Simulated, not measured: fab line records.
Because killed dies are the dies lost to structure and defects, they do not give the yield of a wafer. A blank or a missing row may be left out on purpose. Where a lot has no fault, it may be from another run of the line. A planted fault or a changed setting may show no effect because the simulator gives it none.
Which tool did it? :: flow n5Finfet :: Sampling: 10 lots, 29 wafers, 5 of 1938 route steps

## WHAT THE GAUGES SHOWED, per wafer
N5_BEOL_M4_RC_MEAS_101. Usual: DIBL_N 36.9 mV/V, standard deviation 1.6; DIBL_P 37.1 mV/V, standard deviation 2; IOFF_N 0.17 nA/um, standard deviation 0.032; IOFF_P 0.22 nA/um, standard deviation 0.036; ION_N 674 uA/um, standard deviation 12; ION_P 463 uA/um, standard deviation 7.8; SS_N 71.7 mV/dec, standard deviation 0.63; SS_P 73.5 mV/dec, standard deviation 0.62; VT_N 249 mV, standard deviation 3.3; VT_P -250 mV, standard deviation 3.5.
lot: L345
measured: day 8 11:50
on: prober-01
DIBL_N (mV/V): 36.2 38.1
DIBL_P (mV/V): 35.7 38.2
IOFF_N (nA/um): 0.16 0.20
IOFF_P (nA/um): 0.21 0.25
ION_N (uA/um): 685 693
ION_P (uA/um): 463 468
SS_N (mV/dec): 72.0 72.9
SS_P (mV/dec): 73.2 74.0
VT_N (mV): 248 245
VT_P (mV): -251 -246
flag: 

lot: L346
measured: day 8 20:54
on: prober-02
DIBL_N (mV/V): 36.8 36.7 37.8
DIBL_P (mV/V): 37.8 36.2 37.1
IOFF_N (nA/um): 0.15 0.15 0.17
IOFF_P (nA/um): 0.27 0.24 0.25
ION_N (uA/um): 664 649 666
ION_P (uA/um): 466 462 466
SS_N (mV/dec): 71.3 71.9 71.1
SS_P (mV/dec): 73.3 73.0 73.1
VT_N (mV): 252 251 249
VT_P (mV): -245 -247 -244
flag: 

lot: L349
measured: day 9 14:09
on: prober-01
DIBL_N (mV/V): 34.7 38.3 35.0
DIBL_P (mV/V): 36.2 39.0 35.9
IOFF_N (nA/um): 0.13 0.18 0.14
IOFF_P (nA/um): 0.19 0.22 0.18
ION_N (uA/um): 656 672 665
ION_P (uA/um): 462 457 463
SS_N (mV/dec): 70.8 72.0 70.9
SS_P (mV/dec): 73.8 74.0 73.2
VT_N (mV): 253 249 251
VT_P (mV): -251 -251 -252
flag: 

lot: L351
measured: day 9 17:31
on: prober-01
DIBL_N (mV/V): 34.4 36.5 37.6
DIBL_P (mV/V): 35.1 37.8 37.8
IOFF_N (nA/um): 0.13 0.17 0.18
IOFF_P (nA/um): 0.20 0.25 0.25
ION_N (uA/um): 658 667 674
ION_P (uA/um): 452 463 464
SS_N (mV/dec): 70.9 71.6 72.0
SS_P (mV/dec): 72.9 73.6 73.8
VT_N (mV): 252 248 247
VT_P (mV): -250 -246 -245
flag: 

lot: L353
measured: day 10 20:43
on: prober-01
DIBL_N (mV/V): 35.6 35.7 34.7
DIBL_P (mV/V): 37.6 37.9 36.8
IOFF_N (nA/um): 0.16 0.16 0.14
IOFF_P (nA/um): 0.21 0.22 0.20
ION_N (uA/um): 676 674 659
ION_P (uA/um): 466 458 459
SS_N (mV/dec): 71.0 71.9 71.3
SS_P (mV/dec): 73.9 73.2 72.9
VT_N (mV): 250 250 254
VT_P (mV): -249 -252 -252
flag: 

lot: L356
measured: day 11 00:10
on: prober-02
DIBL_N (mV/V): 39.5 39.5 37.1
DIBL_P (mV/V): 37.4 37.6 34.6
IOFF_N (nA/um): 0.17 0.18 0.13
IOFF_P (nA/um): 0.19 0.20 0.15
ION_N (uA/um): 668 687 661
ION_P (uA/um): 444 466 450
SS_N (mV/dec): 72.3 72.0 71.7
SS_P (mV/dec): 73.3 74.1 72.9
VT_N (mV): 248 247 255
VT_P (mV): -253 -252 -258
flag: 

lot: L357
measured: day 11 09:43
on: prober-01
DIBL_N (mV/V): 33.2 34.9 34.9
DIBL_P (mV/V): 33.8 38.0 36.9
IOFF_N (nA/um): 0.11 0.13 0.14
IOFF_P (nA/um): 0.13 0.19 0.17
ION_N (uA/um): 658 650 664
ION_P (uA/um): 451 451 457
SS_N (mV/dec): 71.9 71.8 71.5
SS_P (mV/dec): 72.2 72.7 72.2
VT_N (mV): 258 258 252
VT_P (mV): -257 -253 -254
flag: 

lot: L360
measured: day 11 17:25
on: prober-01
DIBL_N (mV/V): 38.2 37.9 35.0
DIBL_P (mV/V): 39.2 39.5 36.4
IOFF_N (nA/um): 0.21 0.21 0.15
IOFF_P (nA/um): 0.25 0.25 0.21
ION_N (uA/um): 688 679 662
ION_P (uA/um): 465 465 457
SS_N (mV/dec): 72.6 72.9 71.8
SS_P (mV/dec): 74.0 73.4 73.9
VT_N (mV): 247 246 248
VT_P (mV): -244 -249 -252
flag: 

lot: L365
measured: day 13 10:24
on: prober-02
DIBL_N (mV/V): 38.9 36.9 35.1
DIBL_P (mV/V): 36.3 34.8 33.3
IOFF_N (nA/um): 0.19 0.15 0.13
IOFF_P (nA/um): 0.25 0.23 0.20
ION_N (uA/um): 672 674 666
ION_P (uA/um): 465 463 462
SS_N (mV/dec): 73.1 71.7 71.1
SS_P (mV/dec): 74.1 74.1 73.0
VT_N (mV): 250 251 253
VT_P (mV): -247 -249 -250
flag: 

lot: L368
measured: day 13 22:05
on: prober-01
DIBL_N (mV/V): 36.4 37.4 34.4
DIBL_P (mV/V): 37.4 38.7 35.7
IOFF_N (nA/um): 0.16 0.17 0.12
IOFF_P (nA/um): 0.24 0.25 0.21
ION_N (uA/um): 676 677 664
ION_P (uA/um): 469 467 467
SS_N (mV/dec): 71.2 70.5 71.0
SS_P (mV/dec): 73.3 73.9 72.7
VT_N (mV): 247 249 255
VT_P (mV): -245 -247 -249
flag: 

## WHICH TOOL RAN EACH LOT (tool, then ch and the chambers of the sampled wafers, then the start)
lot: L345
N5_SD_ACTIVATION_LSA_01: laserAnneal-02 ch 0, day 3 08:25
N5_ILD0_PRECLEAN_10: remotePlasma-01 ch 0, day 3 12:05
N5_ILD0_ALD_15: aldSin-04 ch 0,1, day 3 12:39
N5_SDB_HM_DEP_00: pecvd-03 ch 1,2, day 3 15:13

lot: L346
N5_SD_ACTIVATION_LSA_01: laserAnneal-02 ch 0, day 3 15:22
N5_ILD0_PRECLEAN_10: remotePlasma-01 ch 1, day 3 19:07
N5_ILD0_ALD_15: aldSin-02 ch 1,2,3, day 3 19:39
N5_SDB_HM_DEP_00: pecvd-03 ch 1,2, day 3 22:13

lot: L349
N5_SD_ACTIVATION_LSA_01: laserAnneal-01 ch 0, day 4 11:28
N5_ILD0_PRECLEAN_10: remotePlasma-01 ch 0, day 4 15:34
N5_ILD0_ALD_15: aldSin-03 ch 0,2, day 4 16:02
N5_SDB_HM_DEP_00: pecvd-03 ch 0,2, day 4 18:35

lot: L351
N5_SD_ACTIVATION_LSA_01: laserAnneal-01 ch 0, day 4 21:01
N5_ILD0_PRECLEAN_10: remotePlasma-02 ch 0, day 5 02:05
N5_ILD0_ALD_15: aldSin-02 ch 0,3, day 5 02:39
N5_SDB_HM_DEP_00: pecvd-01 ch 0,1,2, day 5 05:13

lot: L353
N5_SD_ACTIVATION_LSA_01: laserAnneal-01 ch 0, day 5 10:43
N5_ILD0_PRECLEAN_10: remotePlasma-02 ch 1, day 5 14:25
N5_ILD0_ALD_15: aldSin-04 ch 0,2,3, day 5 15:02
N5_SDB_HM_DEP_00: pecvd-01 ch 0,1,2, day 5 17:35

lot: L356
N5_SD_ACTIVATION_LSA_01: laserAnneal-01 ch 0, day 6 10:35
N5_ILD0_PRECLEAN_10: remotePlasma-02 ch 0, day 6 14:10
N5_ILD0_ALD_15: aldSin-03 ch 1,2, day 6 14:51
N5_SDB_HM_DEP_00: pecvd-01 ch 0,1,2, day 6 17:24

lot: L357
N5_SD_ACTIVATION_LSA_01: laserAnneal-02 ch 0, day 6 12:54
N5_ILD0_PRECLEAN_10: remotePlasma-02 ch 1, day 6 16:34
N5_ILD0_ALD_15: aldSin-04 ch 1,3, day 6 17:08
N5_SDB_HM_DEP_00: pecvd-02 ch 0,1,2, day 6 19:41

lot: L360
N5_SD_ACTIVATION_LSA_01: laserAnneal-01 ch 0, day 7 05:14
N5_ILD0_PRECLEAN_10: remotePlasma-01 ch 1, day 7 08:54
N5_ILD0_ALD_15: aldSin-02 ch 0,1,2, day 7 09:32
N5_SDB_HM_DEP_00: pecvd-03 ch 0,1,2, day 7 12:05

lot: L365
N5_SD_ACTIVATION_LSA_01: laserAnneal-02 ch 0, day 8 12:07
N5_ILD0_PRECLEAN_10: remotePlasma-01 ch 0, day 8 16:07
N5_ILD0_ALD_15: aldSin-02 ch 0,1,3, day 8 16:55
N5_SDB_HM_DEP_00: pecvd-01 ch 0,1, day 8 19:29

lot: L368
N5_SD_ACTIVATION_LSA_01: laserAnneal-01 ch 0, day 9 06:46
N5_ILD0_PRECLEAN_10: remotePlasma-01 ch 1, day 9 10:27
N5_ILD0_ALD_15: aldSin-02 ch 1,2,3, day 9 11:02
N5_SDB_HM_DEP_00: pecvd-01 ch 0,1, day 9 13:35
- N5_SD_ACTIVATION_LSA_01: time 0.0008 s.
- N5_ILD0_PRECLEAN_10: cleans in NF3:NH3, afs cycles 5, time 20 s, sublimation time 60 s.
- N5_ILD0_ALD_15: deposits SiNx, target thk 24 nm, pulse time 1 s, ald cycles 480.
- N5_SDB_HM_DEP_00: deposits SiNx from SiH4/NH3/N2, target thk 40 nm, time 35.3 s.

## WHAT THE TOOLS THEMSELVES READ (means of the sampled wafers that have a number; where no wafer has one, the mark that the record gives instead)
N5_SD_ACTIVATION_LSA_01. Usual: wafer_temp_C_max at 1086.8, with a standard deviation of 1.9.
lot: L345
tool: laserAnneal-02
wafer_temp_C_max: 1089.7
flag: 

lot: L346
tool: laserAnneal-02
wafer_temp_C_max: 1087.4
flag: 

lot: L349
tool: laserAnneal-01
wafer_temp_C_max: 1084.2
flag: 

lot: L351
tool: laserAnneal-01
wafer_temp_C_max: 1086.2
flag: 

lot: L353
tool: laserAnneal-01
wafer_temp_C_max: 1084.6
flag: 

lot: L356
tool: laserAnneal-01
wafer_temp_C_max: 1086.3
flag: 

lot: L357
tool: laserAnneal-02
wafer_temp_C_max: 1087.0
flag: 

lot: L360
tool: laserAnneal-01
wafer_temp_C_max: 1085.8
flag: 

lot: L365
tool: laserAnneal-02
wafer_temp_C_max: 1089.3
flag: 

lot: L368
tool: laserAnneal-01
wafer_temp_C_max: 1084.5
flag: 

N5_ILD0_PRECLEAN_10. Usual: pressureTorr 3.000 Torr, standard deviation 0.0063; rfPowerW 30.00 W, standard deviation 0.11; sublimationTempC 180.00 C, standard deviation 0.15.
lot: L345
tool: remotePlasma-01
pressureTorr (Torr): 3.000
rfPowerW (W): 30.09
sublimationTempC (C): 180.06
flag: 

lot: L346
tool: remotePlasma-01
pressureTorr (Torr): 2.998
rfPowerW (W): 29.99
sublimationTempC (C): 179.96
flag: 

lot: L349
tool: remotePlasma-01
pressureTorr (Torr): 2.992
rfPowerW (W): 30.07
sublimationTempC (C): 180.08
flag: 

lot: L351
tool: remotePlasma-02
pressureTorr (Torr): 3.005
rfPowerW (W): 30.05
sublimationTempC (C): 180.09
flag: 

lot: L353
tool: remotePlasma-02
pressureTorr (Torr): 3.000
rfPowerW (W): 29.83
sublimationTempC (C): 180.07
flag: 

lot: L356
tool: remotePlasma-02
pressureTorr (Torr): 3.003
rfPowerW (W): 29.89
sublimationTempC (C): 180.13
flag: 

lot: L357
tool: remotePlasma-02
pressureTorr (Torr): 2.999
rfPowerW (W): 30.03
sublimationTempC (C): 180.09
flag: 

lot: L360
tool: remotePlasma-01
pressureTorr (Torr): 2.998
rfPowerW (W): 29.91
sublimationTempC (C): 180.07
flag: 

lot: L365
tool: remotePlasma-01
pressureTorr (Torr): 2.994
rfPowerW (W): 30.10
sublimationTempC (C): 179.94
flag: 

lot: L368
tool: remotePlasma-01
pressureTorr (Torr): 3.007
rfPowerW (W): 29.98
sublimationTempC (C): 180.10
flag: 

N5_ILD0_ALD_15. Usual: heaterPowerOuterW 521 W, standard deviation 54; heaterPowerW 854 W, standard deviation 80; precursorPulseHeightRel 1.001, standard deviation 0.021.
lot: L345
tool: aldSin-04
heaterPowerOuterW (W): 494
heaterPowerW (W): 808
precursorPulseHeightRel: 0.988
flag: 

lot: L346
tool: aldSin-02
heaterPowerOuterW (W): 505
heaterPowerW (W): 835
precursorPulseHeightRel: 1.019
flag: 

lot: L349
tool: aldSin-03
heaterPowerOuterW (W): 497
heaterPowerW (W): 809
precursorPulseHeightRel: 1.010
flag: 

lot: L351
tool: aldSin-02
heaterPowerOuterW (W): 513
heaterPowerW (W): 855
precursorPulseHeightRel: 1.000
flag: 

lot: L353
tool: aldSin-04
heaterPowerOuterW (W): 571
heaterPowerW (W): 901
precursorPulseHeightRel: 1.012
flag: 

lot: L356
tool: aldSin-03
heaterPowerOuterW (W): 525
heaterPowerW (W): 833
precursorPulseHeightRel: 0.991
flag: 

lot: L357
tool: aldSin-04
heaterPowerOuterW (W): 490
heaterPowerW (W): 818
precursorPulseHeightRel: 0.980
flag: 

lot: L360
tool: aldSin-02
heaterPowerOuterW (W): 492
heaterPowerW (W): 815
precursorPulseHeightRel: 0.984
flag: 

lot: L365
tool: aldSin-02
heaterPowerOuterW (W): 497
heaterPowerW (W): 828
precursorPulseHeightRel: 1.022
flag: 

lot: L368
tool: aldSin-02
heaterPowerOuterW (W): 504
heaterPowerW (W): 843
precursorPulseHeightRel: 1.014
flag: 

N5_SDB_HM_DEP_00. Usual: heaterPowerOuterW 480 W, standard deviation 67; heaterPowerW 794 W, standard deviation 110; showerheadPlenumPTorr 5.15 Torr, standard deviation 0.062; throttleValvePct 39.2 %, standard deviation 2.4.
lot: L345
tool: pecvd-03
heaterPowerOuterW (W): 529
heaterPowerW (W): 856
showerheadPlenumPTorr (Torr): 5.11
throttleValvePct (%): 39.7
flag: 

lot: L346
tool: pecvd-03
heaterPowerOuterW (W): 486
heaterPowerW (W): 798
showerheadPlenumPTorr (Torr): 5.14
throttleValvePct (%): 40.0
flag: 

lot: L349
tool: pecvd-03
heaterPowerOuterW (W): 516
heaterPowerW (W): 865
showerheadPlenumPTorr (Torr): 5.13
throttleValvePct (%): 39.2
flag: 

lot: L351
tool: pecvd-01
heaterPowerOuterW (W): 460
heaterPowerW (W): 739
showerheadPlenumPTorr (Torr): 5.15
throttleValvePct (%): 37.8
flag: 

lot: L353
tool: pecvd-01
heaterPowerOuterW (W): 453
heaterPowerW (W): 715
showerheadPlenumPTorr (Torr): 5.15
throttleValvePct (%): 37.9
flag: 

lot: L356
tool: pecvd-01
heaterPowerOuterW (W): 445
heaterPowerW (W): 709
showerheadPlenumPTorr (Torr): 5.15
throttleValvePct (%): 38.2
flag: 

lot: L357
tool: pecvd-02
heaterPowerOuterW (W): 478
heaterPowerW (W): 801
showerheadPlenumPTorr (Torr): 5.18
throttleValvePct (%): 40.0
flag: 

lot: L360
tool: pecvd-03
heaterPowerOuterW (W): 501
heaterPowerW (W): 831
showerheadPlenumPTorr (Torr): 5.13
throttleValvePct (%): 39.7
flag: 

lot: L365
tool: pecvd-01
heaterPowerOuterW (W): 429
heaterPowerW (W): 664
showerheadPlenumPTorr (Torr): 5.19
throttleValvePct (%): 40.1
flag: 

lot: L368
tool: pecvd-01
heaterPowerOuterW (W): 412
heaterPowerW (W): 655
showerheadPlenumPTorr (Torr): 5.19
throttleValvePct (%): 39.9
flag: 

## THE ANSWER, worked out from the rows above alone
Rule: lot off if the mean of its wafers having a number is beyond 3 standard deviations from the usual mean. Also off: a lot with no number at a reading for which 4 or more lots have one. All remaining lots with rows at the step are treated as sound. Order of review: gauges by route order, followed by the tools' own readings, for which a lot's mean as printed above is used. At the first step where some lot is off, the reading lying furthest off is the one used; lots without a number count as furthest.
No lot is off on any of the readings shown, so nothing can be concluded from this.

## WHAT THE SIMULATOR HAD PUT IN
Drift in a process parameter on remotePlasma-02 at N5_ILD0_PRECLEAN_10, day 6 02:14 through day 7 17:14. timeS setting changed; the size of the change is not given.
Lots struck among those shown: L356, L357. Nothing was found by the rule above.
